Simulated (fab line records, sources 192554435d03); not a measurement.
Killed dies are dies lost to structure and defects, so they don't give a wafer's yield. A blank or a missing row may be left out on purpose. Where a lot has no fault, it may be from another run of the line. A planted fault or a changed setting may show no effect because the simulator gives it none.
Matching of chambers -- flow n5-finfet -- N5_BEOL_M8_ILD_DEP_00 on pecvd-02: 3 sister chambers
The step deposits SiCOH lowk from DEMS/porogen, target thk 179.75 nm, time 33.4 s. 22 wafers are shown with their chamber, then 11 later ones without.

== WAFERS WITH THEIR CHAMBER ==
wafer,chamber,throttle-valve-pct (%),showerhead-plenum-p-Torr (Torr),heater-power-w (W)
L075.2,1,14.1,5.738,362
L075.4,1,14.2,5.739,371
L075.5,0,14.3,5.727,363
L080.1,2,13.2,5.737,377
L080.3,0,14.1,5.709,303
L080.4,1,14.1,5.744,343
L081.2,1,14.0,5.742,384
L081.3,2,13.2,5.739,370
L081.4,0,14.4,5.729,371
L084.3,2,13.1,5.748,346
L084.5,2,12.9,5.739,340
L084.6,0,14.4,5.713,374
L083.2,1,14.0,5.755,342
L083.5,0,14.5,5.743,343
L083.6,1,14.3,5.739,346
L082.4,2,13.3,5.733,357
L082.5,1,14.1,5.737,404
L082.6,0,14.4,5.729,307
L085.2,0,14.4,5.730,350
L085.3,1,14.4,5.738,341
L085.6,2,13.1,5.737,371
L088.1,0,14.3,5.728,369

SIGNATURES (averages over the wafers above)
reading,chamber 0,chamber 1,chamber 2,scatter within a chamber
throttle-valve-pct,14.350,14.150,13.133,0.132
showerhead-plenum-p-Torr,5.72600,5.74150,5.73883,0.0078
heater-power-w,347.50,361.62,360.17,23.5
Rule: for each reading, subtract the chamber's mean from the wafer's reading, divide by that reading's scatter and square the result; add these up over the readings and take the root, which gives the wafer's distance from the chamber. The wafer belongs to the nearest chamber; if the next one is less than 2 further off, it can't be placed. The scatter is the square root of a quotient: the sum, over the shown wafers, of each reading's squared deviation from its chamber's mean, divided by wafers minus chambers.

== WAFERS WITHOUT THEIR CHAMBER ==
wafer,throttle-valve-pct (%),showerhead-plenum-p-Torr (Torr),heater-power-w (W)
L088.2,13.1,5.743,371
L088.4,14.1,5.721,375
L091.1,12.8,5.735,305
L091.2,14.6,5.718,349
L091.3,14.0,5.735,368
L095.2,13.0,5.752,337
L095.4,13.1,5.752,344
L095.6,13.9,5.761,378
L097.1,13.0,5.729,352
L097.2,14.2,5.733,295
L097.5,14.1,5.709,315

== CHAMBER TAKEN BY EACH ==
wafer,from the rows above,in truth
L088.2,2,2
L088.4,can't be placed: 0 or 1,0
L091.1,2,2
L091.2,0,0
L091.3,can't be placed: 1 or 0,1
L095.2,2,2
L095.4,2,2
L095.6,1,1
L097.1,2,2
L097.2,can't be placed: 0 or 1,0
L097.5,can't be placed: 0 or 1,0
7 of 11 placed correctly. Cannot be placed on the basis of these rows: 4; the candidates contain the true chamber in 4. Number placed wrongly: 0.
